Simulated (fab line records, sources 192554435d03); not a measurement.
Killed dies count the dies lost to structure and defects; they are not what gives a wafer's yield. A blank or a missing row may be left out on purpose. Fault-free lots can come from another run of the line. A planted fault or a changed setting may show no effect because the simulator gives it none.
Comparing a struck lot with a sound one :: flow n5-finfet :: 38 steps out of a route of 1938
Sound: these wafers, L547.2, L547.4, L547.5. Struck: wafer L561.2. (L561.4, L561.6 of the same lot were not struck and are left out.) The cause comes at the end.
For every step that has rows: the tool of each side, followed by ch and its chambers, followed by its first start. Under that, the readings that differ: sound wafers :: struck wafers :: difference of the means :: sigmas: that difference in standard deviations of wafers without a fault.
alike: readings whose means differ by less than 2 such deviations, and words and numbers that are the same on both sides. not compared: withheld readings, readings that some wafer has no value for, bounds like >300 that may hide the same value, and numbers for which the record gives no deviation and whose values overlap.
A row with sigmas, a row that says differs or no value, or rows on one side alone: a step with any of these is where the two part. When numbers do not overlap yet have no deviation, they are printed without sigmas and do not part them. A reading that every wafer of one side lacks parts them only if that side has two wafers or more.

first, 9 steps without rows for these wafers: N5_BEOL_M10_PEB_26 (peb time 60 s); N5_BEOL_M10_DEVELOP_27 (develop time 30 s); N5_BEOL_M10_DESCUM_33 (chemistry O2, time 7.9 s); N5_BEOL_M10_ETCH_65 (etches SiARC in CF4, target depth 39 nm, time 65 s); N5_BEOL_M10_ETCH_66 (etches SOC in N2/H2, target depth 120 nm, overetch 24 nm, time 180 s); N5_BEOL_M10_STRIP_69 (strips in N2/H2); N5_BEOL_M10_VIA_ETCH_34 (etches SiCOH lowk in C4F6/O2, target depth 184.5 nm, time 69.2 s); N5_BEOL_M10_STRIP_73 (strips in C4F6/O2); N5_BEOL_M10_STRIP_36 (strips in N2/H2).
N5_BEOL_M10_TRENCH_ETCH_37: etches SiCOH lowk in C4F6/O2, target depth 148.83 nm, time 48 s.
  sound on rie-diel-04 ch 1,2, day 12 11:02; struck on rie-diel-04 ch 0, day 16 10:45
reading: bias-w (W)
sound: 184.9 185.1 185.5
struck: 117.5
difference: -67.7
sigmas: -99 or more

reading: rf-vpp-V (V)
sound: 655 654 665
struck: 486
difference: -172
sigmas: -11

reading: throttle-valve-pct (%)
sound: 21.28 21.27 21.33
struck: 20.50
difference: -0.79
sigmas: -3

reading: model.etch.depth-nm (nm)
sound: 146.6 148 152.3
struck: 129.3
difference: -19.7
sigmas: 

reading: model.BEOL_M10.feature-depth-nm (nm)
sound: 146.6 148 152.2
struck: 129.4
difference: -19.5
sigmas: 
  alike: drypump-motor-current-A, oes_ar_750_au, oes_f_703_au, oes-product-au, showerhead-plenum-p-Torr
  not compared: rf-hours-counter-h, model.TiN_of_BEOL_M10_HM_DEP_02.thk-nm
then, 2 steps without rows for these wafers: N5_BEOL_M10_ETCH_41 (etches SiCN in CH3F/O2, target depth 42.6 nm, time 86 s); N5_BEOL_M10_STRIP_77 (strips in N2/H2, time 10 s).
N5_BEOL_M10_OCD_MEAS_38:
  sound on ocd-02 at day 12 11:17; struck on ocd-01 at day 16 10:56
reading: trench-depth-nm (nm)
sound: 147 148 152
struck: 129
difference: -20
sigmas: -6
then, 13 steps without rows for these wafers: N5_BEOL_M10_HM_STRIP_39 (strips TiN in peroxide tin strip, target depth 25 nm, time 158 s); N5_BEOL_M10_SRD_40 (time 30 s); N5_BEOL_M10_PRECLEAN_42 (cleans in residue remover, time 60 s); N5_BEOL_M10_SRD_43 (time 30 s); N5_BEOL_M10_CURE_72 (cures SiCOH lowk, time 120 s); N5_BEOL_M10_DEGAS_44 (time 60 s); N5_BEOL_M10_PRE_CLEAN_45 (time 30 s); N5_BEOL_M10_ALD_74 (deposits TaN, target thk 2 nm, pulse time 2 s, purge time 3 s); N5_BEOL_M10_SURFACE_TREAT_76; N5_BEOL_M10_CVD_75 (deposits Co from CCTBA/H2, target thk 2 nm, time 138.9 s); N5_BEOL_M10_SPUTTER_48 (material Cu, target thk 12 nm, time 2 s); N5_BEOL_M10_ECD_50 (material Cu, target thk 318 nm); N5_BEOL_M10_ANNEAL_51 (time 90 s).
N5_BEOL_M10_CMP_52: polishes, stops on SiCOH lowk, t overpolish 7 s, target thk 140 nm.
  sound on cmp-01 ch 0,1,3, day 12 13:36; struck on cmp-01 ch 1, day 16 13:11
reading: model.Cu_of_BEOL_M10_ECD_50.thk-nm (nm)
sound: 139.2 136.8 141.2
struck: 118.2
difference: -20.9
sigmas: 
  alike: edge-zone-pressure-frac, motor-current-A
N5_BEOL_M10_THK_MEAS_53: measures by xrf.
  sound on film-metro-02 at day 12 13:54; struck on film-metro-02 at day 16 13:28
reading: M10_THK (nm)
sound: 139 136 141
struck: 116
difference: -23
sigmas: -6
then, 2 steps without rows for these wafers: N5_BEOL_M10_PRE_CLEAN_55 (time 15 s); N5_BEOL_M10_DEP_56 (deposits SiCN from 3MS/NH3, target thk 15 nm, time 26.5 s).
N5_BEOL_M10_RS_MEAS_57: measurement is done with a four-point probe.
  sound on film-metro-02 at day 12 14:02; struck on film-metro-02 at day 16 13:38
reading: M10_RS (ohm/sq)
sound: 0.152 0.155 0.150
struck: 0.182
difference: +0.030
sigmas: +7
then, 5 steps without rows for these wafers: N5_BEOL_M11_ILD_DEP_00 (deposits SiCOH lowk from DEMS/porogen, target thk 308.51 nm, time 58 s); N5_BEOL_M11_CURE_71 (cures SiCOH lowk, time 240 s); N5_BEOL_M11_PECVD_70 (deposits SiO2 from TEOS/O2, target thk 20 nm, time 22.7 s); N5_BEOL_M11_HM_DEP_02 (deposits TiN, target thk 20 nm); N5_BEOL_M11_COAT_59 (time 60 s, resist thk 100 nm).
-- a jump in the record: the struck wafers' starts before and after are 2 days apart (it breaks off in module BEOL_M11 and resumes in module BEOL_M15, where the first step shown is number 1830 of the route) --
N5_BEOL_M15_RC_MEAS_101:
  sound on prober-02 ch 0, day 14 06:09; struck on prober-01 ch 0, day 18 16:11
reading: COMB_M5 (S/m)
sound: 2.9e-11 2.7e-11 3.4e-11
struck: 4.5e-11
difference: +1.5e-11
sigmas: +2

reading: SERP_M10 (ohm/um)
sound: 3.05 3.21 2.98
struck: 3.76
difference: +0.68
sigmas: +7

reading: SERP_M10_max_site (ohm/um)
sound: 3.12 3.28 3.17
struck: 3.81
difference: +0.62
sigmas: +6

reading: SERP_M12 (ohm/um)
sound: 0.653 0.653 0.654
struck: 0.603
difference: -0.050
sigmas: -2
  alike: COMB_M10, COMB_M11, COMB_M11_max_site, COMB_M12, COMB_M13, COMB_M14, COMB_M15, COMB_M6, COMB_M7, COMB_M8, COMB_M9, SERP_M11, SERP_M13, SERP_M14, SERP_M5, SERP_M6, SERP_M7, SERP_M8, SERP_M8_max_site, SERP_M9
N5_PASSIVATION_PROBE_49:
  record: rows for the struck wafers here (prober-02, day 19 07:28), none for the sound ones

WHERE THEY PART
Earliest at N5_BEOL_M10_TRENCH_ETCH_37; latest, in this record, at N5_PASSIVATION_PROBE_49.

WHY: the cause the simulator had injected
rie-diel-04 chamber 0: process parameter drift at N5_BEOL_M10_TRENCH_ETCH_37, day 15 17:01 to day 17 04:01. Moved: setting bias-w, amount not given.
